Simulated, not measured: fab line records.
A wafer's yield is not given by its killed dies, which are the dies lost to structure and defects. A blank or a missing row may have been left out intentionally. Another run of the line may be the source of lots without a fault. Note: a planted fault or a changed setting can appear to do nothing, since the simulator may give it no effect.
A struck lot beside a sound one + flow n5_finfet + 24 steps out of a route of 1938
Sound: wafers L266.1, L266.4, L266.5. Struck: wafer L273.3 (L273.1, L273.6, from the same lot, were not struck and are left out); the cause is given at the end.
For every step that has rows: the tool of each side, followed by ch and its chambers, followed by its first start. Under that, the readings that differ: sound wafers + struck wafers + difference of the means + sigmas: that difference in standard deviations of wafers without a fault.
alike: readings with means less than 2 such deviations apart, plus words and numbers identical on both sides. not compared: withheld readings, readings lacking a value on some wafer, bounds such as >300 that could conceal the same value, and numbers that have no deviation in the record and whose values overlap.
Wherever a step has rows on one side only, a row that says differs or no value, or a row with sigmas, the two part there. When numbers do not overlap yet have no deviation, they are printed without sigmas and do not part them. Lack of a reading on every wafer of one side parts them only where that side has two or more wafers.

first, 9 steps without rows for these wafers: N5_BEOL_M5_ANNEAL_89 (time 1800 s); N5_BEOL_M5_SPUTTER_90 (material Cu, target thk 4.5 nm, time 8.29 s); N5_BEOL_M5_ECD_50 (material Cu, target thk 300 nm); N5_BEOL_M5_ANNEAL_51 (time 90 s); N5_BEOL_M5_CMP_52 (polishes, stops on SiCOH lowk, t overpolish 6.9 s, target thk 62 nm); N5_BEOL_M5_PRE_CLEAN_77 (time 15 s); N5_BEOL_M5_CO_CAP_78 (material Co, precursor CCTBA/H2, target thk 2 nm, time 102.1 s); N5_BEOL_M5_PRE_CLEAN_55 (time 15 s); N5_BEOL_M5_DEP_56 (deposits SiCN from 3MS/NH3, target thk 8 nm, time 14 s).
N5_BEOL_M6_ILD_DEP_00: deposits SiCOH lowk from DEMS/porogen, target thk 179.75 nm, time 33.4 s.
  sound on pecvd-01 ch 0,1,2, day 11 00:07; struck on pecvd-01 ch 0, day 13 01:38
  alike: heater_power_w, showerhead_plenum_p_Torr, throttle_valve_pct
then, 11 steps without rows for these wafers: N5_BEOL_M6_CURE_74 (cures SiCOH lowk, time 240 s); N5_BEOL_M6_PECVD_70 (deposits SiO2 from TEOS/O2, target thk 20 nm, time 22.7 s); N5_BEOL_M6_HM_DEP_02 (deposits TiN, target thk 20 nm); N5_BEOL_M6_COAT_59 (time 60 s, resist thk 100 nm); N5_BEOL_M6_COAT_60 (time 60 s, resist thk 35 nm); N5_BEOL_M6_COAT_05 (resist thk 90 nm); N5_BEOL_M6_EBR_07; N5_BEOL_M6_SOFTBAKE_06 (time 60 s); N5_BEOL_M6_EXPOSE_08 (exposes mask M6); N5_BEOL_M6_PEB_09 (peb time 60 s); N5_BEOL_M6_DEVELOP_10 (develop time 30 s).
N5_BEOL_M6_INSPECT_13: inspects for defects (brightfield).
  sound on defect_inspect-02 at day 11 02:25; struck on defect_inspect-01 at day 13 03:07
| reading          | sound       | struck | difference | sigmas |
|------------------|-------------|--------|------------|--------|
| raw_defect_count | 290 379 382 | 1026   | +676       | +8     |
then, 1 step without rows for these wafers: N5_BEOL_M6_DESCUM_16 (chemistry O2, time 7.9 s).
-- the record jumps here: 3 days lie between the struck wafers' starts before and after (it left off in module BEOL_M6 and takes up again in module PASSIVATION, whose first step shown is number 1936 of the route) --
N5_PASSIVATION_PROBE_49:
  sound on prober-01 at day 14 14:22; struck on prober-02 at day 16 14:24
| reading                  | sound          | struck | difference | sigmas |
|--------------------------|----------------|--------|------------|--------|
| defect_limited_yield (%) | 93.2 89.8 93.1 | 83.2   | -8.8       | -6     |
| killed_at_M4_up          | 8 5 8          | 140    | +133       | +29    |
| killed_dies              | 80 120 81      | 198    | +104       | +7     |
| sort_bin_5_function (%)  | 4.1 5.2 3.8    | 11.4   | +7.0       | +8     |
| sort_n_pass              | 1100 1060 1099 | 982    | -104       | -7     |
| sort_yield_pct (%)       | 93.2 89.8 93.1 | 83.2   | -8.8       | -6     |
  alike: killed_at_M0_to_M3, killed_at_contacts, killed_at_front_end, killed_at_other, killed_open, killed_short, sort_bin_6_memory

WHERE THEY PART
First at N5_BEOL_M6_INSPECT_13; last, within this record, at N5_PASSIVATION_PROBE_49.

WHY: what the simulator had put in
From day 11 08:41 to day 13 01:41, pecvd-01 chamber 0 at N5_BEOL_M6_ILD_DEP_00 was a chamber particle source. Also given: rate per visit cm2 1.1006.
